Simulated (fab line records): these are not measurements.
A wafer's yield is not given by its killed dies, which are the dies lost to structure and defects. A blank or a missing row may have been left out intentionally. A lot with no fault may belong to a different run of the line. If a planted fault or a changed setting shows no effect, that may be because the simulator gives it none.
Which tool is to blame? ; flow n5-finfet ; 9 lots, 25 wafers sampled, at 5 steps of a route of 1938

## WHAT EACH GAUGE READ, for each wafer
N5_BEOL_M4_RC_MEAS_101.
lot;measured;on;COMB_M1_max_site (S/m)
L526;day 10 02:48;prober-02;9e-11 1.872e-09 8.8e-11
L527;day 10 07:31;prober-01;1.234e-09 9.1e-11 9.96e-10
L529;day 10 11:11;prober-01;6.3e-11 7.5e-11
L534;day 12 08:22;prober-02;7.4e-11 6.8e-11
L536;day 12 15:39;prober-01;6.7e-11 9e-11 6.4e-11
L537;day 12 19:21;prober-02;8.2e-11 6.7e-11 6.5e-11
L538;day 13 02:57;prober-01;1.08e-10 7.2e-11 6.6e-11
L539;day 13 11:47;prober-01;9.1e-11 8e-11 5.2e-11
L540;day 13 12:16;prober-02;6.5e-11 6.9e-11 7.6e-11

## WHICH TOOL RAN EACH LOT (tool, then ch and the chambers of the sampled wafers, then the start)
lot;N5_BEOL_M1_STRIP_36;N5_BEOL_M1_ALD_84;N5_BEOL_M1_SPUTTER_81;N5_BEOL_M1_ANNEAL_89
L526;rie-diel-03 ch 0,1,2, day 8 16:42;ald-metal-02 ch 0,1,3, day 8 17:20;pvd-sputter-01, day 8 18:14;pvd-sputter-01, day 8 18:46
L527;rie-diel-05 ch 0,1,3, day 8 19:38;ald-metal-02 ch 0,1,2, day 8 20:48;pvd-sputter-01, day 8 23:35;pvd-sputter-01, day 9 00:06
L529;rie-diel-05 ch 0,3, day 8 23:06;ald-metal-03 ch 1,3, day 9 00:05;pvd-sputter-02, day 9 01:09;pvd-sputter-02, day 9 01:40
L534;rie-diel-05 ch 0,1, day 10 19:19;ald-metal-04 ch 2,3, day 10 20:17;pvd-sputter-02, day 10 21:35;pvd-sputter-02, day 10 22:07
L536;rie-diel-06 ch 1,2,3, day 11 01:22;ald-metal-04 ch 0,2, day 11 02:19;pvd-sputter-03, day 11 03:19;pvd-sputter-03, day 11 03:50
L537;rie-diel-03 ch 0,1,3, day 11 01:26;ald-metal-03 ch 0,3, day 11 02:22;pvd-sputter-01, day 11 03:36;pvd-sputter-01, day 11 04:07
L538;rie-diel-06 ch 0,2, day 11 21:23;ald-metal-04 ch 0,2,3, day 11 22:14;pvd-sputter-03, day 11 23:18;pvd-sputter-03, day 11 23:49
L539;rie-diel-06 ch 0,2,3, day 12 00:30;ald-metal-02 ch 0,1,2, day 12 01:16;pvd-sputter-01, day 12 02:09;pvd-sputter-01, day 12 02:40
L540;rie-diel-06 ch 1,2, day 12 03:47;ald-metal-02 ch 0,1,3, day 12 04:31;pvd-sputter-01, day 12 05:26;pvd-sputter-01, day 12 05:57
- N5_BEOL_M1_STRIP_36: strips in N2/H2.
- N5_BEOL_M1_ALD_84: deposits TaN, pulse time 2 s, purge time 3 s, co reactant purge time 2 s.
- N5_BEOL_M1_SPUTTER_81: material Cu, target thk 4.5 nm, time 8.29 s.
- N5_BEOL_M1_ANNEAL_89: time 240 s.

## THE ANSWER, worked out from the rows above alone
Rule: usual is defined by the lots themselves. Put in order of their means at a reading, lots are off if they are a third of the lots or fewer, leave a main group of 4 or more, and stand apart from it by a gap of 3 or more times the standard deviation of the main group's means; of several such gaps the widest counts. The tables above print the reading to a certain number of digits; a main group whose means all agree to those digits is not used. A lot without any number at a reading at which 4 lots or more have one is off too. Where the step has rows for the other lots, those lots are counted as sound.
Off: L526, L527, seen at N5_BEOL_M4_RC_MEAS_101 (COMB_M1_max_site). The main group: mean 7e-11 S/m, standard deviation 4.1e-12.
If a tool, at a process step before that reading, ran all the lots that are off and no sound lot after the first of them, it fits. Gauges at N5_BEOL_M4_RC_MEAS_101: tried the same way as those tools. No candidate that was tried fits.

## WHAT THE SIMULATOR HAD INSERTED
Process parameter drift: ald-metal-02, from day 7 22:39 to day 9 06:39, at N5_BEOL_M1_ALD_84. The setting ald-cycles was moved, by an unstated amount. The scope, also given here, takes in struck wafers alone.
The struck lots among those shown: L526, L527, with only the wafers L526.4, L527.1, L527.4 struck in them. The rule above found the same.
